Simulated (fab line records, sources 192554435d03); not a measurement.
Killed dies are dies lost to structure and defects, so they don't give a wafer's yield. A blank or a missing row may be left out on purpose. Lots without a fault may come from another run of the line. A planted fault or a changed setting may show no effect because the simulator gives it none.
A struck lot beside a sound one | flow n5_finfet | 29 steps out of a route of 1938
Sound: wafers L344.1, L344.3, L344.4. Struck: wafers L339.4, L339.5, L339.6. The cause comes at the end.
At each step with rows: each side's tool, then ch and its chambers, then its first start. Under that, the readings that differ: sound wafers | struck wafers | difference of the means | sigmas: that difference in standard deviations of wafers without a fault.
alike: readings whose means differ by less than 2 such deviations, and words and numbers that are the same on both sides. not compared: withheld readings, readings that some wafer has no value for, bounds like >300 that may hide the same value, and numbers for which the record gives no deviation and whose values overlap.
The two part at a step that has a row with sigmas, a row that says differs or no value, or rows on one side only. Numbers that don't overlap but have no deviation are shown without sigmas and don't part them. A reading that every wafer of one side lacks parts them only if that side has two wafers or more.

first, 5 steps without rows for these wafers: N5_BEOL_M6_ETCH_72 (etches underlayer in N2/H2, target depth 6.5 nm, time 5.2 s); N5_BEOL_M6_ETCH_65 (etches SiARC in CF4, target depth 15.6 nm, time 26 s); N5_BEOL_M6_ETCH_66 (etches SOC in N2/H2, target depth 80 nm, overetch 16 nm, time 120 s); N5_BEOL_M6_STRIP_69 (strips in N2/H2); N5_BEOL_M6_STRIP_73 (strips in N2/H2).
N5_BEOL_M6_VIA_ETCH_34: etches SiCOH lowk in C4F6/O2, target depth 126.3 nm, time 50.9 s.
  sound on rie_diel-03 ch 1,3, day 14 06:31; struck on rie_diel-03 ch 1,2, day 13 11:10
  alike: drypump_motor_current_A, oes_f_703_au, oes_product_au, rf_vpp_V, showerhead_plenum_p_Torr, throttle_valve_pct
  not compared: rf_hours_counter_h
then, 3 steps without rows for these wafers: N5_BEOL_M6_STRIP_76 (strips in C4F6/O2); N5_BEOL_M6_STRIP_36 (strips in N2/H2); N5_BEOL_M6_TRENCH_ETCH_37 (etches SiCOH lowk in C4F6/O2, target depth 94.435 nm, time 31.5 s).
N5_BEOL_M6_ETCH_41: etches SiCN in CH3F/O2, target depth 29.7 nm, time 52 s.
  sound on rie_diel-03 ch 1,3; struck on rie_diel-03 ch 1,2
  alike: drypump_motor_current_A, oes_product_au, rf_vpp_V, showerhead_plenum_p_Torr, throttle_valve_pct
  not compared: rf_hours_counter_h
then, 1 step without rows for these wafers: N5_BEOL_M6_STRIP_80 (strips in N2/H2, time 10 s).
N5_BEOL_M6_OCD_MEAS_38:
  sound on ocd-01, day 14 06:46; struck on ocd-02, day 13 11:25
  alike: trench_depth_nm
N5_BEOL_M6_HM_STRIP_39: strips TiN in peroxide tin strip, target depth 25 nm, time 158 s.
  sound on wet_bench-04 ch 0,5,7, day 14 06:47; struck on wet_bench-02 ch 2,4,5, day 13 11:27
  no value came back on the struck wafers for bath_guard_temp_C (C), bath_heat_duty_pct (%), temp_c (C); on the sound wafers bath_guard_temp_C (C) reads 49.8 49.8 50.1
  reading                                    | sound | struck         | difference | sigmas
  model.TiN_of_BEOL_M6_HM_DEP_02.thk_nm (nm) | 0 0 0 | 17.6 17.2 17.6 | +17.5      |
then, 1 step without rows for these wafers: N5_BEOL_M6_SRD_40 (time 30 s).
N5_BEOL_M6_PRECLEAN_42: cleans in residue remover, time 60 s.
  sound on wet_bench-04 ch 0,5,7, day 14 06:51; struck on wet_bench-02 ch 2,4,5, day 13 11:31
  reading                                    | sound | struck      | difference | sigmas
  model.TiN_of_BEOL_M6_HM_DEP_02.thk_nm (nm) | 0 0 0 | 6.6 6.2 6.6 | +6.5       |
  alike: temp_c
then, 1 step without rows for these wafers: N5_BEOL_M6_SRD_43 (time 30 s).
N5_BEOL_M6_CD_MEAS_35: target cd 40 nm, target cd y 28 nm.
  sound on cd_sem-01, day 14 06:55; struck on cd_sem-01, day 13 11:35
  alike: cd_nm
then, 1 step without rows for these wafers: N5_BEOL_M6_CURE_75 (cures SiCOH lowk, time 120 s).
N5_BEOL_M6_DEGAS_44: time 60 s.
  sound on pvd_sputter-03, day 14 07:37; struck on pvd_sputter-02, day 13 13:37
  alike: heater_power_w, susceptor_temp_C
then, 1 step without rows for these wafers: N5_BEOL_M6_PRE_CLEAN_45 (time 30 s).
N5_BEOL_M6_ALD_77: deposits TaN, target thk 2 nm, pulse time 2 s, purge time 3 s.
  sound on ald_metal-04 ch 1,2,3, day 14 07:45; struck on ald_metal-01 ch 0,2,3, day 13 13:52
  alike: heater_power_w, mfc_carrier_sccm, susceptor_temp_C
N5_BEOL_M6_SURFACE_TREAT_79:
  sound on pvd_sputter-01, day 14 08:09; struck on pvd_sputter-02, day 13 14:03
  not compared: throttle_valve_pct
then, 4 steps without rows for these wafers: N5_BEOL_M6_CVD_78 (deposits Co from CCTBA/H2, target thk 2 nm, time 142.3 s); N5_BEOL_M6_SPUTTER_48 (material Cu, target thk 10 nm, time 1.667 s); N5_BEOL_M6_ECD_50 (material Cu, target thk 300 nm); N5_BEOL_M6_ANNEAL_51 (time 90 s).
N5_BEOL_M6_CMP_52: polishes, stops on SiCOH lowk, t overpolish 6.9 s, target thk 80 nm.
  sound on cmp-04 ch 0,1,3, day 14 10:24; struck on cmp-03 ch 1,2, day 13 14:48
  reading                      | sound          | struck         | difference | sigmas
  barrier_field_endpoint_s (s) | 28.7 27.7 29.1 | 36.9 36.9 37.6 | +8.6       | +13
  alike: clearing_platen_rpm, motor_current_A
N5_BEOL_M6_THK_MEAS_53: measures by xrf.
  sound on film_metro-01, day 14 10:39; struck on film_metro-02, day 13 15:04
  alike: M6_THK
-- the record jumps here: 3 days lie between the struck wafers' starts before and after (it left off in module BEOL_M6 and takes up again in module PASSIVATION, whose first step shown is number 1936 of the route) --
N5_PASSIVATION_PROBE_49:
  sound on prober-01, day 17 22:04; struck on prober-02, day 16 22:25
  reading             | sound    | struck   | difference | sigmas
  killed_at_front_end | 26 32 27 | 54 48 60 | +26        | +2
  alike: defect_limited_yield, killed_at_M0_to_M3, killed_at_M4_up, killed_at_contacts, killed_at_other, killed_dies, killed_open, killed_short, sort_bin_5_function, sort_bin_6_memory, sort_n_pass, sort_yield_pct

WHERE THEY PART
First at N5_BEOL_M6_HM_STRIP_39; last, within this record, at N5_PASSIVATION_PROBE_49.

WHY: what the simulator had put in
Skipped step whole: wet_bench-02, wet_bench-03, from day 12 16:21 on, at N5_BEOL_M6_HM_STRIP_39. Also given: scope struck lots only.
